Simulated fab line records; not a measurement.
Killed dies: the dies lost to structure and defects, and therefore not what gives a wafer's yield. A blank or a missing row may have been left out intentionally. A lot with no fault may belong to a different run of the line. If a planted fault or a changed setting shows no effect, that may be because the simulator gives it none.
fab line records    flow nand_harc
record lots=14  wafers=42  last_day=32
route steps=1302 shown A_DECK1_JOINT@528 A_ONON_D2@550 END@1302
lots with no fault: from the same line, run without faults
start_h: hours from the record's first day to the start of the lot's first wafer shown    wait_h: hours elapsed since this lot's preceding step    " unchanged from the row above    L1.1+2: one row covering several wafers at once    - no value, or no start was given    * or withheld: withheld    < > ~ a bound
route shown NAME@n: NAME is a module with steps in the file, n the number in the route of the first one    usual: mean/standard deviation of fault-free wafers    same: alike in all rows    chamber/n: place in a boat    sites: per-site readings    _std_site: their standard deviation    _edge_site: the outer-site mean with the inner-site mean subtracted    radius_mm: how far each site lies from the wafer's centre    mask NAME#n: copy n    behind: tool/chamber where the wafer was last shaped    hold: what put the lot on hold/how long, in hours/how the hold closed    device: transistor that didn't switch, given as n, p or np    end of line: the tests these same wafers got at the end of their route    a step given without rows: its recipe and nothing more    killed: dies that structure and defects cost at the first sort, which is not the same as the wafer's yield    map: shows each die of a wafer: x if killed, . if not, _ if none is there
set.NAME: the setting that was run; set.NAME@STEP: the one run at that earlier step    model.NAME: the simulator's own value behind a step, which no gauge read
steps of the route over a sample of lots; a table a step, a row a wafer
services: when a tool's chamber went out of use (start_h, in hours from the record's first day, below 0 if earlier), for how many hours, and the reason
## steps
# step NHARC_A_DECK1_JOINT_THK_MEAS_14
# recipe thk_meas_gauge=ellipsometry
# usual thk_nm=50.9/1.5
lot.wafer  tool           chamber  start_h  wait_h  thk_nm
L887.1     film_metro-02  -        239.51   0.2     53.0
L887.2     "              -        "        "       48.9
L887.6     "              -        "        "       49.5
L889.1     film_metro-01  -        261.12   0.2     51.4
L889.4     "              -        "        "       51.4
L889.5     "              -        "        "       50.2
L891.1     film_metro-02  -        287.13   0.2     48.4
L891.2     "              -        "        "       48.9
L891.6     "              -        "        "       50.4
L893.1     film_metro-01  -        308.42   0.2     52.5
L893.2     "              -        "        "       50.4
L893.6     "              -        "        "       51.9
L894.1     film_metro-01  -        316.78   0.2     52.3
L894.4     "              -        "        "       52.4
L894.5     "              -        "        "       50.3
L895.3     film_metro-01  -        329.54   0.2     50.6
L895.4     "              -        "        "       50.0
L895.5     "              -        "        "       50.0
L896.3     film_metro-01  -        339.34   0.2     52.7
L896.4     "              -        "        "       53.0
L896.6     "              -        "        "       51.3
L897.1     film_metro-02  -        358.66   0.2     52.4
L897.4     "              -        "        "       49.6
L897.5     "              -        "        "       48.6
L899.1     film_metro-02  -        368.22   0.2     51.7
L899.3     "              -        "        "       50.1
L899.4     "              -        "        "       47.1
L900.1     film_metro-01  -        368.23   0.2     49.8
L900.2     "              -        "        "       51.9
L900.3     "              -        "        "       51.5
L902.2     film_metro-01  -        395.19   0.2     50.7
L902.4     "              -        "        "       47.8
L902.5     "              -        "        "       51.5
L904.2     film_metro-01  -        410.36   0.2     48.6
L904.3     "              -        "        "       51.4
L904.4     "              -        "        "       51.2
L909.1     film_metro-01  -        466.53   0.2     51.1
L909.4     "              -        "        "       52.3
L909.6     "              -        "        "       49.7
L910.1     film_metro-02  -        474.64   0.2     53.8
L910.3     "              -        "        "       52.2
L910.5     "              -        "        "       52.7
# step NHARC_A_ONON_D2_THK_MEAS_08
# recipe thk_meas_gauge=ellipsometry
# usual thk_nm=999/11
lot.wafer  tool           chamber  start_h  wait_h  thk_nm
L887.1     film_metro-01  -        267.57   -       991
L887.2     "              -        "        "       991
L887.6     "              -        "        "       991
L889.1     film_metro-02  -        292.08   -       1008
L889.4     "              -        "        "       1006
L889.5     "              -        "        "       1008
L891.1     film_metro-01  -        314.01   -       1007
L891.2     "              -        "        "       1006
L891.6     "              -        "        "       1006
L893.1     film_metro-01  -        335.65   -       996
L893.2     "              -        "        "       996
L893.6     "              -        "        "       994
L894.1     film_metro-01  -        341.11   -       1002
L894.4     "              -        "        "       1003
L894.5     "              -        "        "       1001
L895.3     film_metro-01  -        356.75   -       982
L895.4     "              -        "        "       982
L895.5     "              -        "        "       982
L896.3     film_metro-02  -        363.48   -       1005
L896.4     "              -        "        "       1004
L896.6     "              -        "        "       1005
L897.1     film_metro-01  -        384.34   -       998
L897.4     "              -        "        "       997
L897.5     "              -        "        "       997
L899.1     film_metro-02  -        395.13   -       1007
L899.3     "              -        "        "       1007
L899.4     "              -        "        "       1007
L900.1     film_metro-02  -        395.18   -       1004
L900.2     "              -        "        "       1003
L900.3     "              -        "        "       1003
L902.2     film_metro-01  -        422.03   -       987
L902.4     "              -        "        "       987
L902.5     "              -        "        "       987
L904.2     film_metro-01  -        434.94   -       1001
L904.3     "              -        "        "       1005
L904.4     "              -        "        "       1004
L909.1     film_metro-01  -        488.81   -       1001
L909.4     "              -        "        "       1000
L909.6     "              -        "        "       1001
L910.1     film_metro-01  -        499.99   -       993
L910.3     "              -        "        "       991
L910.5     "              -        "        "       992
# step NHARC_A_ONON_D2_THK_MEAS_18
# recipe thk_meas_gauge=ellipsometry
# usual thk_nm=999/11
lot.wafer  tool           chamber  start_h  wait_h  thk_nm
L887.1     film_metro-02  -        276.79   -       1013
L887.2     "              -        "        "       1010
L887.6     "              -        "        "       1011
L889.1     film_metro-01  -        301.22   -       996
L889.4     "              -        "        "       997
L889.5     "              -        "        "       998
L891.1     film_metro-02  -        324.28   -       996
L891.2     "              -        "        "       995
L891.6     "              -        "        "       997
L893.1     film_metro-01  -        344.53   -       1017
L893.2     "              -        "        "       1017
L893.6     "              -        "        "       1017
L894.1     film_metro-02  -        351.09   -       998
L894.4     "              -        "        "       996
L894.5     "              -        "        "       998
L895.3     film_metro-01  -        365.28   -       987
L895.4     "              -        "        "       988
L895.5     "              -        "        "       988
L896.3     film_metro-01  -        377.55   -       999
L896.4     "              -        "        "       997
L896.6     "              -        "        "       998
L897.1     film_metro-02  -        392.81   -       979
L897.4     "              -        "        "       981
L897.5     "              -        "        "       981
L899.1     film_metro-01  -        403.69   -       990
L899.3     "              -        "        "       991
L899.4     "              -        "        "       989
L900.1     film_metro-02  -        403.69   -       999
L900.2     "              -        "        "       998
L900.3     "              -        "        "       998
L902.2     film_metro-02  -        430.86   -       986
L902.4     "              -        "        "       986
L902.5     "              -        "        "       985
L904.2     film_metro-02  -        444.37   -       1024
L904.3     "              -        "        "       1025
L904.4     "              -        "        "       1022
L909.1     film_metro-01  -        498.45   -       988
L909.4     "              -        "        "       990
L909.6     "              -        "        "       987
L910.1     film_metro-02  -        508.84   -       994
L910.3     "              -        "        "       993
L910.5     "              -        "        "       996
# step NHARC_A_ONON_D2_DEP_25
# recipe target_thk_a=10000  n2_flow_sccm=2750  n2o_flow_sccm=2000  nh3_flow_sccm=500  sih4_flow_sccm=210  temp_c=400
lot.wafer   tool           chamber  start_h  wait_h
L887.1+2+6  pecvd_onon-04  0        278.01   0.1
L889.1+4+5  pecvd_onon-04  0        302.41   0.1
L891.1+2+6  pecvd_onon-01  0        325.48   0.1
L893.1+2+6  pecvd_onon-01  0        345.70   0.1
L894.1+4+5  pecvd_onon-04  0        352.28   0.1
L895.3+4+5  pecvd_onon-01  0        366.58   0.2
L896.3+4+6  pecvd_onon-04  0        378.89   0.2
L897.1+4+5  pecvd_onon-04  0        394.00   0.1
L900.1+2+3  pecvd_onon-01  0        404.88   0.1
L899.1+3+4  pecvd_onon-04  0        404.88   0.1
L902.2+4+5  pecvd_onon-04  0        432.11   0.1
L904.2+3+4  pecvd_onon-03  0        445.62   0.1
L909.1+4+6  pecvd_onon-01  0        499.64   0.1
L910.1+3+5  pecvd_onon-01  0        510.03   0.1
# step NHARC_A_ONON_D2_THK_MEAS_27
# recipe thk_meas_gauge=ellipsometry
# usual thk_nm=1005/11
lot.wafer  tool           chamber  start_h  wait_h  thk_nm
L887.1     film_metro-02  -        278.51   -       1013
L887.2     "              -        "        "       1013
L887.6     "              -        "        "       1012
L889.1     film_metro-01  -        302.94   -       1001
L889.4     "              -        "        "       1002
L889.5     "              -        "        "       1001
L891.1     film_metro-02  -        325.99   -       1007
L891.2     "              -        "        "       1008
L891.6     "              -        "        "       1009
L893.1     film_metro-01  -        346.21   -       1011
L893.2     "              -        "        "       1011
L893.6     "              -        "        "       1010
L894.1     film_metro-01  -        352.80   -       1010
L894.4     "              -        "        "       1013
L894.5     "              -        "        "       1013
L895.3     film_metro-01  -        366.98   -       1004
L895.4     "              -        "        "       1005
L895.5     "              -        "        "       1005
L896.3     film_metro-01  -        379.28   -       1019
L896.4     "              -        "        "       1021
L896.6     "              -        "        "       1020
L897.1     film_metro-02  -        394.51   -       1023
L897.4     "              -        "        "       1022
L897.5     "              -        "        "       1024
L899.1     film_metro-01  -        405.39   -       990
L899.3     "              -        "        "       1347
L899.4     "              -        "        "       1347
L900.1     film_metro-02  -        405.39   -       1000
L900.2     "              -        "        "       1001
L900.3     "              -        "        "       1001
L902.2     film_metro-02  -        432.56   -       996
L902.4     "              -        "        "       1352
L902.5     "              -        "        "       995
L904.2     film_metro-01  -        446.08   -       999
L904.3     "              -        "        "       998
L904.4     "              -        "        "       999
L909.1     film_metro-01  -        500.15   -       1015
L909.4     "              -        "        "       1015
L909.6     "              -        "        "       1014
L910.1     film_metro-02  -        510.54   -       998
L910.3     "              -        "        "       997
L910.5     "              -        "        "       997
# step NHARC_END_SORT_01
# recipe temp_c=25
# usual killed_at_array=56/19  killed_at_other=0.6/1  killed_at_periphery=3.9/2.7  killed_dies=61/19  killed_open=3.3/1.9  killed_short=2.4/1.7
# same gross_dies=677
lot.wafer  tool       chamber  start_h  wait_h  killed_at_array  killed_at_other  killed_at_periphery  killed_dies  killed_open  killed_short
L899.1     prober-01  0        692.19   2.5     57               2                4                    63           5            3
L899.3     prober-01  0        693.80   3.1     672              0                5                    677          3            1
L899.4     prober-01  0        694.60   3.4     672              2                3                    677          3            1
L902.2     prober-02  0        725.60   2.8     74               2                9                    85           4            3
L902.4     prober-02  0        727.20   3.4     672              2                3                    677          7            2
L902.5     prober-02  0        728.00   3.7     72               0                2                    74           4            6
# killed by level:class
L899.1 A_SLIT:chamber_film_flake=27 A_STAIRCASE:chamber_film_flake=7 A_CONTACT:chamber_film_flake=6 A_CHANNEL_HOLE_D2:chamber_film_flake=4 A_CHANNEL_HOLE_D1:chamber_film_flake=3 A_M1:geometric_particle:open=2 P_CONTACT:chamber_film_flake=2 A_ONON_D1:geometric_particle:open=1
L899.3 A_ONON_D2:area_dep=611 A_SLIT:chamber_film_flake=36 A_STAIRCASE:chamber_film_flake=10 A_CHANNEL_HOLE_D1:chamber_film_flake=8 P_STI:chamber_film_flake=2 A_CHANNEL_FILL_D1:chamber_film_flake=2 P_CONTACT:geometric_particle:open=1 A_CHANNEL_FILL_D1:geometric_particle:open=1
L899.4 A_ONON_D2:area_dep=613 A_SLIT:chamber_film_flake=26 A_CHANNEL_HOLE_D1:chamber_film_flake=8 A_STAIRCASE:chamber_film_flake=8 A_CONTACT:chamber_film_flake=7 A_CHANNEL_HOLE_D2:chamber_film_flake=4 A_CHANNEL_FILL_D1:chamber_film_flake=3 THIN_TSV:chamber_film_flake=2
L902.2 A_SLIT:chamber_film_flake=33 A_CHANNEL_HOLE_D2:chamber_film_flake=15 A_CHANNEL_HOLE_D1:chamber_film_flake=8 A_CONTACT:chamber_film_flake=8 A_CHANNEL_FILL_D2:chamber_film_flake=3 A_CHANNEL_FILL_D1:geometric_particle:short=2 P_M1:chamber_film_flake=2 A_CHANNEL_FILL_D1:chamber_film_flake=2
L902.4 A_ONON_D2:area_dep=600 A_SLIT:chamber_film_flake=37 A_CHANNEL_HOLE_D2:chamber_film_flake=11 A_CHANNEL_HOLE_D1:chamber_film_flake=9 A_CHANNEL_FILL_D1:geometric_particle:open=2 A_CONTACT:chamber_film_flake=2 A_CHANNEL_FILL_D2:chamber_film_flake=2 A_STAIRCASE:chamber_film_flake=2
L902.5 A_SLIT:chamber_film_flake=34 A_CHANNEL_HOLE_D2:chamber_film_flake=15 A_CHANNEL_HOLE_D1:chamber_film_flake=7 A_CONTACT:chamber_film_flake=4 A_DECK1_JOINT:geometric_particle:short=2 A_ONON_D2:geometric_particle:short=2 A_STAIRCASE:chamber_film_flake=2 P_M0:geometric_particle:open=1
## services
tool           chamber  start_h  hours  kind
pecvd_onon-01  -        269.12   13.0   pm
pecvd_onon-04  -        311.00   13.0   pm
pecvd_onon-03  -        344.37   14.3   repair
pecvd_onon-03  -        408.00   13.0   pm
pecvd_onon-01  -        450.12   13.0   pm
pecvd_onon-04  -        492.00   13.0   pm
## key
first_sign step=NHARC_A_ONON_D2_THK_MEAS_27  reading=thk_nm  direction=up  sigmas=32  usual=1005  struck=1348
effect step=NHARC_END_SORT_01  reading=killed_dies  direction=up  sigmas=33  usual=61  struck=677
more_kills_born_at NHARC_A_ONON_D2_DEP_25@pecvd_onon-04=1824
met_at NHARC_A_ONON_D2_DEP_25
struck_lots L899,L902
struck_wafers L899.3,L899.4,L902.4
later_rows_left_out L899.3,L899.4,L902.4
tester_left_out L899,L902
not_acting_at NHARC_A_DECK1_JOINT_THK_MEAS_14,NHARC_A_ONON_D2_THK_MEAS_08,NHARC_A_ONON_D2_THK_MEAS_18
onset_between 394.00 404.88
fault kind=process_parameter_drift  tool=pecvd_onon-04  chamber=-  onset_h=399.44  steps=NHARC_A_ONON_D2_DEP_25  channel=target_thk_a  offset=*  shape=step  end_h=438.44  scope=struck_wafers_only  acts_in=*  stated=*
# tester_left_out: of these lots the tester's yield and bins aren't shown, on N5 and GAA mostly nor the transistor test; their killed dies are dies lost to structure and defects alone, not to doping, threshold or leakage, so they don't give the yield
# later_rows_left_out: the simulator's readings of these wafers behind a module that went badly wrong aren't trusted and aren't shown, but for the sort
